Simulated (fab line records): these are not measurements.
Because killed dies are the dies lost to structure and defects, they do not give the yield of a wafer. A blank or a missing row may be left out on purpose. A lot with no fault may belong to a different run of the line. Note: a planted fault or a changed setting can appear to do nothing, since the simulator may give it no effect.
A lot that was struck, set against a sound lot	flow nand_harc	14 out of 1302 route steps
Sound: these wafers, L488.2, L488.3, L488.6. Struck: wafers L491.2, L491.6. (L491.3 of the same lot was not struck and is left out.) The cause comes at the end.
For every step that has rows: the tool of each side, followed by ch and its chambers, followed by its first start. Under that, the readings that differ: sound wafers	struck wafers	difference of the means	sigmas: that difference in standard deviations of wafers without a fault.
alike: readings whose means differ by less than 2 such deviations, and words and numbers that are the same on both sides. not compared: withheld readings, readings that some wafer has no value for, bounds like >300 that may hide the same value, and numbers for which the record gives no deviation and whose values overlap.
A row with sigmas, a row that says differs or no value, or rows on one side alone: a step with any of these is where the two part. Numbers that have no deviation but don't overlap get no sigmas and don't part them. Lack of a reading on every wafer of one side parts them only where that side has two or more wafers.

NHARC_P_M0_CMP_23: polishes, t overpolish 20 s, target thk 117.54 nm.
  sound on cmp-01 ch 0,1,2, day 9 16:07; struck on cmp-03 ch 1,2, day 10 23:24
  alike: motor_current_A, time_to_endpoint_s
NHARC_P_M0_THK_MEAS_24: measures by xrf.
  sound: film_metro-02 at day 9 16:22; struck: film_metro-02 at day 10 23:41
  alike: thk_nm
next, for these wafers, 1 step has no rows: NHARC_P_M0_SRD_25.
NHARC_P_M0_INSPECT_27:
  sound: defect_inspect-02 at day 9 16:31; struck: defect_inspect-02 at day 10 23:50
  alike: raw_defect_count
NHARC_P_M0_PRE_CLEAN_31: time 12 s.
  sound on pecvd-01 ch 0, day 9 16:35; struck on pecvd-01 ch 2, day 10 23:55
  alike: heater_power_w
NHARC_P_M0_DEP_32: deposits SiCN, target thk 30 nm.
  sound on pecvd-01 ch 0, day 9 16:43; struck on pecvd-01 ch 2, day 10 23:59
  alike: heater_power_w, showerhead_vpp_V
then, 5 steps without rows for these wafers: NHARC_P_M1_DEP_00 (deposits SiOC, target thk 182.5 nm); NHARC_P_M1_DEHYDRATE_01 (time 120 s); NHARC_P_M1_HMDS_02 (time 30 s); NHARC_P_M1_COAT_34 (time 65 s); NHARC_P_M1_COAT_03 (resist thk 90 nm).
NHARC_P_M1_SOFTBAKE_04: time 55 s.
  sound on litho_track-06 ch 0, day 9 17:00; struck on litho_track-06 ch 0, day 11 00:00
reading	sound	struck	difference	sigmas
heater_power_total_W (W)	188.67 188.37 188.41	198.06 198.07	+9.58	+68
next, for these wafers, 1 step has no rows: NHARC_P_M1_EBR_05.
-- record jumps: 18 days between struck wafers' starts before vs after; left off in module P_M1, resumes in module END, first step shown is number 1302 of the route --
NHARC_END_SORT_01:
  sound on prober-01 ch 0, day 28 06:00; struck on prober-01 ch 0, day 29 02:12
  alike: defect_limited_yield, killed_at_array, killed_at_other, killed_at_periphery, killed_dies, killed_open, killed_short

WHERE THEY PART
At NHARC_P_M1_SOFTBAKE_04 and nowhere else, as far as this record goes. Later steps at which nothing parts them and some readings are alike: NHARC_END_SORT_01.

WHY: the cause the simulator had injected
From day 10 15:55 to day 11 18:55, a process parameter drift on litho_track-06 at NHARC_P_M1_SOFTBAKE_04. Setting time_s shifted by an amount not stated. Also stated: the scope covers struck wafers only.
